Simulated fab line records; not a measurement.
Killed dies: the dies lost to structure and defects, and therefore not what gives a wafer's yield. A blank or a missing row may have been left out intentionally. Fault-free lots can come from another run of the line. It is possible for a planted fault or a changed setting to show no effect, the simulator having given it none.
What tool caused it? + flow n5_finfet + Sampling: 24 lots, 72 wafers, 3 of 1938 route steps

WHAT THE GAUGES READ, wafer by wafer
N5_BEOL_M1_CD_MEAS_11: target cd 17.05 nm. Usual: cd_nm 17.17 nm, standard deviation 0.23.
| lot  | measured     | on        | cd_nm (nm)        | flag |
|------|--------------|-----------|-------------------|------|
| L075 | day 6 09:49  | cd_sem-02 | 16.90 16.93 16.92 |      |
| L074 | day 6 12:46  | cd_sem-01 | 16.82 17.23 16.99 |      |
| L076 | day 6 19:17  | cd_sem-02 | 16.97 17.21 17.30 |      |
| L077 | day 6 22:25  | cd_sem-03 | 16.92 17.17 16.81 |      |
| L078 | day 7 06:31  | cd_sem-03 | 17.17 17.28 16.98 |      |
| L079 | day 7 08:52  | cd_sem-01 | 17.39 16.91 17.13 |      |
| L080 | day 7 14:34  | cd_sem-02 | 17.09 16.74 16.86 |      |
| L081 | day 8 01:01  | cd_sem-03 | 17.28 16.94 17.02 |      |
| L082 | day 8 05:05  | cd_sem-02 | 16.85 17.38 17.23 |      |
| L083 | day 8 14:10  | cd_sem-02 | 17.42 17.10 17.05 |      |
| L084 | day 9 00:16  | cd_sem-01 | 17.21 17.22 17.30 |      |
| L087 | day 9 16:04  | cd_sem-02 | 16.79 17.35 16.86 |      |
| L085 | day 9 23:55  | cd_sem-03 | 17.01 16.95 16.99 |      |
| L086 | day 10 01:10 | cd_sem-02 | 17.25 17.56 17.21 |      |
| L088 | day 10 08:10 | cd_sem-02 | 17.21 16.81 17.13 |      |
| L089 | day 10 13:14 | cd_sem-02 | 17.04 16.82 17.01 |      |
| L091 | day 10 13:25 | cd_sem-02 | 17.56 17.10 17.35 |      |
| L090 | day 10 14:07 | cd_sem-02 | 17.34 17.40 17.38 |      |
| L092 | day 10 21:07 | cd_sem-02 | 17.14 16.98 17.20 |      |
| L093 | day 10 23:26 | cd_sem-03 | 17.15 17.36 17.81 |      |
| L094 | day 11 04:13 | cd_sem-02 | 17.06 17.21 17.51 |      |
| L095 | day 11 08:12 | cd_sem-03 | 17.11 17.14 16.91 |      |
| L096 | day 11 12:02 | cd_sem-02 | 17.22 17.22 16.93 |      |
| L097 | day 12 03:51 | cd_sem-03 | 17.37 17.36 17.39 |      |

N5_BEOL_M1_OVL_MEAS_29. Usual: V0_OVL 0.4 nm, standard deviation 0.66.
| lot  | measured     | on         | V0_OVL (nm)    | flag |
|------|--------------|------------|----------------|------|
| L075 | day 6 11:19  | overlay-01 | 0.0 0.8 -0.3   |      |
| L074 | day 6 13:54  | overlay-02 | 0.8 0.1 0.2    |      |
| L076 | day 6 20:19  | overlay-02 | -0.5 -0.8 -0.8 |      |
| L077 | day 6 23:20  | overlay-01 | 0.2 0.7 -0.6   |      |
| L078 | day 7 08:09  | overlay-02 | 0.6 -0.6 0.1   |      |
| L079 | day 7 09:55  | overlay-02 | -0.7 -0.6 0.5  |      |
| L080 | day 7 15:40  | overlay-02 | 0.2 1.7 0.2    |      |
| L081 | day 8 01:55  | overlay-01 | 1.8 -0.5 0.8   |      |
| L082 | day 8 06:21  | overlay-02 | 1.3 0.5 1.7    |      |
| L083 | day 8 15:13  | overlay-02 | 0.8 0.0 -0.4   |      |
| L084 | day 9 01:19  | overlay-02 | -0.4 0.0 -0.3  |      |
| L087 | day 9 17:08  | overlay-02 | -0.3 0.1 0.1   |      |
| L085 | day 10 00:55 | overlay-02 | 1.3 0.4 1.1    |      |
| L086 | day 10 02:12 | overlay-01 | 0.8 0.8 0.6    |      |
| L088 | day 10 13:49 | overlay-01 | 0.8 0.5 0.9    |      |
| L089 | day 10 14:14 | overlay-01 | 0.0 1.8 1.5    |      |
| L091 | day 10 14:26 | overlay-01 | 1.1 0.5 0.9    |      |
| L090 | day 10 15:01 | overlay-02 | -0.9 0.9 -0.2  |      |
| L092 | day 10 22:01 | overlay-01 | -0.5 0.3 -0.4  |      |
| L093 | day 11 00:20 | overlay-02 | 1.4 0.8 1.2    |      |
| L094 | day 11 05:07 | overlay-01 | 0.9 0.5 0.4    |      |
| L095 | day 11 09:37 | overlay-01 | -0.5 0.8 0.0   |      |
| L096 | day 11 13:14 | overlay-01 | -0.7 -0.8 0.3  |      |
| L097 | day 12 04:45 | overlay-02 | 0.2 -0.2 -0.1  |      |

WHAT TOOL EACH LOT RAN ON (gives the tool, then ch and the chambers of the sampled wafers, and finally the start)
| lot  | N5_BEOL_M1_HM_DEP_02         |
|------|------------------------------|
| L075 | pvd_sputter-03, day 6 09:18  |
| L074 | pvd_sputter-02, day 6 12:23  |
| L076 | pvd_sputter-03, day 6 18:53  |
| L077 | pvd_sputter-03, day 6 22:01  |
| L078 | pvd_sputter-01, day 7 06:07  |
| L079 | pvd_sputter-01, day 7 08:22  |
| L080 | pvd_sputter-02, day 7 14:03  |
| L081 | pvd_sputter-03, day 8 00:29  |
| L082 | pvd_sputter-01, day 8 04:34  |
| L083 | pvd_sputter-02, day 8 13:38  |
| L084 | pvd_sputter-01, day 8 23:52  |
| L087 | pvd_sputter-03, day 9 15:33  |
| L085 | pvd_sputter-01, day 9 23:32  |
| L086 | pvd_sputter-01, day 10 00:46 |
| L088 | pvd_sputter-01, day 10 07:40 |
| L089 | pvd_sputter-01, day 10 12:43 |
| L091 | pvd_sputter-01, day 10 13:01 |
| L090 | pvd_sputter-01, day 10 13:43 |
| L092 | pvd_sputter-01, day 10 20:43 |
| L093 | pvd_sputter-02, day 10 23:03 |
| L094 | pvd_sputter-01, day 11 03:49 |
| L095 | pvd_sputter-03, day 11 07:48 |
| L096 | pvd_sputter-02, day 11 11:32 |
| L097 | pvd_sputter-03, day 12 03:28 |
- N5_BEOL_M1_HM_DEP_02: deposits TiN, target thk 20 nm.

WHAT THE TOOLS THEMSELVES READ (means of the sampled wafers that have a number; where no wafer has one, the mark that the record gives instead)
N5_BEOL_M1_HM_DEP_02. Usual: throttle_valve_pct 29.8 %, standard deviation 0.96.
| lot  | tool           | throttle_valve_pct (%) | flag |
|------|----------------|------------------------|------|
| L075 | pvd_sputter-03 | 31.1                   |      |
| L074 | pvd_sputter-02 | 30.0                   |      |
| L076 | pvd_sputter-03 | 30.8                   |      |
| L077 | pvd_sputter-03 | 30.6                   |      |
| L078 | pvd_sputter-01 | 29.9                   |      |
| L079 | pvd_sputter-01 | 29.0                   |      |
| L080 | pvd_sputter-02 | 29.8                   |      |
| L081 | pvd_sputter-03 | 30.8                   |      |
| L082 | pvd_sputter-01 | 29.0                   |      |
| L083 | pvd_sputter-02 | 30.0                   |      |
| L084 | pvd_sputter-01 | 29.7                   |      |
| L087 | pvd_sputter-03 | 30.4                   |      |
| L085 | pvd_sputter-01 | 29.3                   |      |
| L086 | pvd_sputter-01 | 29.1                   |      |
| L088 | pvd_sputter-01 | 28.8                   |      |
| L089 | pvd_sputter-01 | 29.7                   |      |
| L091 | pvd_sputter-01 | 30.1                   |      |
| L090 | pvd_sputter-01 | 30.0                   |      |
| L092 | pvd_sputter-01 | 29.3                   |      |
| L093 | pvd_sputter-02 | 30.2                   |      |
| L094 | pvd_sputter-01 | 29.4                   |      |
| L095 | pvd_sputter-03 | 30.8                   |      |
| L096 | pvd_sputter-02 | 30.4                   |      |
| L097 | pvd_sputter-03 | 30.9                   |      |

THE ANSWER, worked out from the rows above alone
Rule: a lot counts as off when the mean over its wafers that have a number is more than 3 standard deviations away from the usual mean. A lot without any number at a reading at which 4 lots or more have one is off too. All remaining lots with rows at the step are treated as sound. Order of review: gauges by route order, followed by the tools' own readings, for which a lot's mean as printed above is used. At the first step where some lot is off, the reading lying furthest off is the one used; lots without a number count as furthest.
Across all readings shown, no lot is off: no conclusion can be drawn from this.

WHAT HAD BEEN PUT IN BY THE SIMULATOR
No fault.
